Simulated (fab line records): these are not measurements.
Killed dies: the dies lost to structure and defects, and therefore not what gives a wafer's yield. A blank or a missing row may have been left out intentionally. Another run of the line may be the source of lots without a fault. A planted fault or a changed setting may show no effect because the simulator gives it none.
Struck lot and sound lot, side by side / flow n5Finfet / 15 steps out of a route of 1938
Sound: these wafers, L128.3, L128.4, L128.5. Struck: wafer L138.3 (L138.2, L138.5, from the same lot, were not struck and are left out); the cause is given at the end.
Order at every step that has rows: each side's tool, ch and its chambers, its first start. Under that, the readings that differ: sound wafers / struck wafers / difference of the means / sigmas: that difference in standard deviations of wafers without a fault.
alike: words and numbers the same on both sides, and readings whose means are apart by under 2 such deviations; not compared: readings that were withheld, readings missing a value for some wafer, numbers with overlapping values and no deviation given by the record, and bounds like >300 which may hide the same value.
Wherever a step has rows on one side only, a row that says differs or no value, or a row with sigmas, the two part there. Non-overlapping numbers with no deviation appear without sigmas and do not part them. A reading that every wafer of one side lacks parts them only if that side has two wafers or more.

N5_BEOL_M9_TRENCH_ETCH_37: etches SiCOH lowk in C4F6/O2, target depth 151.43 nm, time 49 s.
  sound: rieDiel-04 ch 2,3; struck: rieDiel-04 ch 1
reading=drypumpMotorCurrentA (A); sound=5.2 5.7 5.3; struck=6.3; difference=+0.9; sigmas=+2
  alike: oesProductAu, rfFwdPowerW, rfVppV, showerheadPlenumPTorr, throttleValvePct
  not compared: rfHoursCounterH
N5_BEOL_M9_ETCH_41: etches SiCN in CH3F/O2, target depth 36.6 nm, time 70.1 s.
  sound: rieDiel-04 ch 0,2; struck: rieDiel-04 ch 1
reading=drypumpMotorCurrentA (A); sound=5.7 5.2 5.8; struck=6.3; difference=+0.7; sigmas=+2
  alike: oesProductAu, rfFwdPowerW, rfVppV, showerheadPlenumPTorr, throttleValvePct
  not compared: rfHoursCounterH
N5_BEOL_M9_STRIP_80: strips in N2/H2, time 10 s.
  sound: rieDiel-04 ch 0,2; struck: rieDiel-04 ch 1
  alike: drypumpMotorCurrentA, n2FlowSccm, oesProductAu, rfVppV, showerheadPlenumPTorr, throttleValvePct
  not compared: rfHoursCounterH
N5_BEOL_M9_OCD_MEAS_38:
  struck on ocd-02, day 15 07:35; sound on ocd-01, day 10 21:26
  alike: trenchDepthNm
then, 4 steps without rows for these wafers: N5_BEOL_M9_HM_STRIP_39 (strips TiN in peroxide tin strip, target depth 25 nm, time 158 s); N5_BEOL_M9_SRD_40 (time 30 s); N5_BEOL_M9_PRECLEAN_42 (cleans in residue remover, time 60 s); N5_BEOL_M9_SRD_43 (time 30 s).
N5_BEOL_M9_CD_MEAS_35: target cd 70 nm, target cd y 40 nm.
  struck on cdSem-01, day 15 07:44; sound on cdSem-01, day 10 21:35
  alike: cdNm
then, 1 step without rows for these wafers: N5_BEOL_M9_CURE_72 (cures SiCOH lowk, time 120 s).
N5_BEOL_M9_DEGAS_44: time 60 s.
  struck on pvdSputter-01, day 15 08:14; sound on pvdSputter-02, day 10 22:16
reading=susceptorTempC (C); sound=249.76 249.82 249.71; struck=250.32; difference=+0.56; sigmas=+3
  alike: heaterPowerW
N5_BEOL_M9_PRE_CLEAN_45: time 30 s.
  struck on pvdSputter-01, day 15 08:17; sound on pvdSputter-02, day 10 22:19
  alike: heaterPowerW, susceptorTempC
N5_BEOL_M9_ALD_74: deposits TaN, target thk 2 nm, pulse time 2 s, purge time 3 s.
  sound on aldMetal-03 ch 0,2, day 10 22:22; struck on aldMetal-03 ch 2, day 15 08:34
reading=aldCycles; sound=40 40 40; struck=38; difference=-2; sigmas=
  alike: heaterPowerW
  not compared: susceptorTempC
after that, 1 step had no rows for these wafers: N5_BEOL_M9_SURFACE_TREAT_79.
-- here the record skips 3 days between the struck wafers' starts before and after, leaving off in module BEOL_M9 and picking up in module PASSIVATION (first step shown: number 1936 of the route) --
N5_PASSIVATION_PROBE_49:
  struck on prober-01, day 17 23:08; sound on prober-01, day 13 06:25
reading=killedAtContacts; sound=4 7 4; struck=18; difference=+13; sigmas=+2
  alike: defectLimitedYield, killed_at_M0_to_M3, killed_at_M4_up, killedAtFrontEnd, killedAtOther, killedDies, killedOnRim, killedOpen, killedShort, sort_bin_5_function, sort_bin_6_memory, sortNPass, sortYieldPct

WHERE THEY PART
Last at N5_PASSIVATION_PROBE_49 as far as this record goes, first at N5_BEOL_M9_TRENCH_ETCH_37.

WHY: whatever the simulator had introduced
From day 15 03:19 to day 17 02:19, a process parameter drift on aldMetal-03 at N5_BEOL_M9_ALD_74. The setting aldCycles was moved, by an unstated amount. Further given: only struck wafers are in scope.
